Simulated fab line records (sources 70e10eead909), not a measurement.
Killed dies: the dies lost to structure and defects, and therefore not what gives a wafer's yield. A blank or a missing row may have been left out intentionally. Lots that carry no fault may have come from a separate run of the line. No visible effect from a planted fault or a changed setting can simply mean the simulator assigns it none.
Matching of chambers | flow nand-harc | NHARC_A_CHANNEL_FILL_D1_ALD_25 on ald-hk-02 has 4 sister chambers
The step deposits SiOx, target thk 60 nm, pulse time 10 s, ald cycles 600. 8 wafers are shown with their chamber, then 7 later ones without.

## EACH WAFER AND ITS CHAMBER
wafer  | chamber | heater-power-w (W) | precursor-pulse-height-rel
L081.5 | 2       | 568                | 0.993
L084.3 | 0       | 395                | 1.029
L084.2 | 2       | 567                | 1.017
L084.1 | 3       | 426                | 1.007
L084.5 | 1       | 408                | 1.001
L084.6 | 0       | 395                | 1.028
L088.3 | 1       | 423                | 0.988
L088.5 | 3       | 415                | 0.996

## WAFERS WHOSE CHAMBER IS MISSING
wafer  | heater-power-w (W) | precursor-pulse-height-rel
L088.6 | 565                | 0.968
L093.2 | 415                | 1.013
L093.5 | 555                | 0.990
L093.6 | 404                | 1.011
L097.3 | 411                | 1.015
L097.1 | 550                | 1.006
L097.2 | 421                | 1.026

## WHICH CHAMBER EACH ONE RAN IN
wafer  | from the rows above          | in truth
L088.6 | 2                            | 2
L093.2 | can't be placed: 3 or 1 or 0 | 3
L093.5 | 2                            | 2
L093.6 | can't be placed: 0 or 1 or 3 | 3
L097.3 | can't be placed: 3 or 1 or 0 | 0
L097.1 | 2                            | 2
L097.2 | can't be placed: 3 or 1 or 0 | 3
Correctly placed: 3 of 7. Not placeable from these rows: 4 (in 4, the candidates include the true chamber). Number placed wrongly: 0.
How it was worked out, from the rows above alone: a wafer's distance from a chamber is the root of the sum, over the readings, of the square of ((its reading less the chamber's mean) divided by the reading's scatter). If the next closest chamber is less than 2 further off than the closest, the wafer can't be placed; otherwise it belongs to the closest. A chamber's mean is the mean of its shown wafers. The scatter: the root of (the sum of the squares of (reading less its chamber's mean) over the shown wafers, divided by (wafers less chambers)).
